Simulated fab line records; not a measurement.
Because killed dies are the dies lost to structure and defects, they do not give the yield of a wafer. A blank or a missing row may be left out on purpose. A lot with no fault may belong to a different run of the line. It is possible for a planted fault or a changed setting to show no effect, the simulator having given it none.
2 desks, one fault -- flow n5 finfet -- every desk sees just its own numbers, and what lay behind them comes last

THE METROLOGY DESK
Means of the sampled wafers that have a number, per lot and without regard to the tool the lot ran on: this is what the gauges read. The brackets show how far a lot's mean lies from the usual mean; more than 4 standard deviations puts the lot out of limits, marked OUT. It has 10 readings; the 7 that lie furthest out on some lot are the ones shown.
Columns: A = DIBL_N at N5_BEOL_M4_RC_MEAS_101, usual 36.2 mV/V; B = IOFF_P at N5_BEOL_M4_RC_MEAS_101, usual 0.215 nA/um; C = ION_N at N5_BEOL_M4_RC_MEAS_101, usual 672 uA/um; D = ION_P at N5_BEOL_M4_RC_MEAS_101, usual 463 uA/um; E = SS_N at N5_BEOL_M4_RC_MEAS_101, usual 71.5 mV/dec; F = VT_N at N5_BEOL_M4_RC_MEAS_101, usual 250.6 mV; G = VT_P at N5_BEOL_M4_RC_MEAS_101, usual -249 mV
lot,first seen here,A,B,C,D,E,F,G
L894,day 8 01:47,34.8,0.241,679,477,71.6,250.2,-245
L893,day 8 02:04,37.5,0.251,667,468,72.2,250.6,-246
L895,day 8 07:58,38.3,0.240,672,461,72.3,248.1,-247
L898,day 9 03:06,35.5,0.202,661,459,71.2,253.5,-252
L900,day 9 22:04,35.3,0.216,668,468,71.5,252.5,-249
L901,day 10 03:40,35.4,0.201,671,464,71.5,252.5,-252
L899,day 10 05:20,35.8,0.244,672,473,71.7,251.2,-244
L912,day 12 07:14,36.4,0.207,668,463,71.3,249.7,-250
L911,day 12 12:50,34.5,0.181,674,460,71.1,251.7,-252
L916,day 13 14:23,35.3,0.210,673,463,71.2,249.6,-249
This desk found nothing out of limits on any of the 10 lots.

THE DEFECT DESK
Inspection counts along the route, by lot: the mean over sampled wafers that carry a number. The brackets show how far a lot's mean lies from the usual mean; more than 4 standard deviations puts the lot out of limits, marked OUT.
Columns: A = raw defect count at N5_BEOL_M2_INSPECT_59, usual 73
lot,first seen here,A
L893,day 7 04:37,76
L894,day 7 07:40,60
L895,day 7 10:37,54
L898,day 8 05:10,72
L900,day 9 03:19,101
L901,day 9 05:43,91
L899,day 9 09:10,69
L912,day 11 10:14,68
L911,day 11 16:01,70
L916,day 12 16:28,79
This desk found nothing out of limits on any of the 10 lots.

ALL TOGETHER
From the metrology desk's view, nothing was out of limits.
Nothing out of limits was seen by the defect desk.

WHAT HAD BEEN PUT IN BY THE SIMULATOR
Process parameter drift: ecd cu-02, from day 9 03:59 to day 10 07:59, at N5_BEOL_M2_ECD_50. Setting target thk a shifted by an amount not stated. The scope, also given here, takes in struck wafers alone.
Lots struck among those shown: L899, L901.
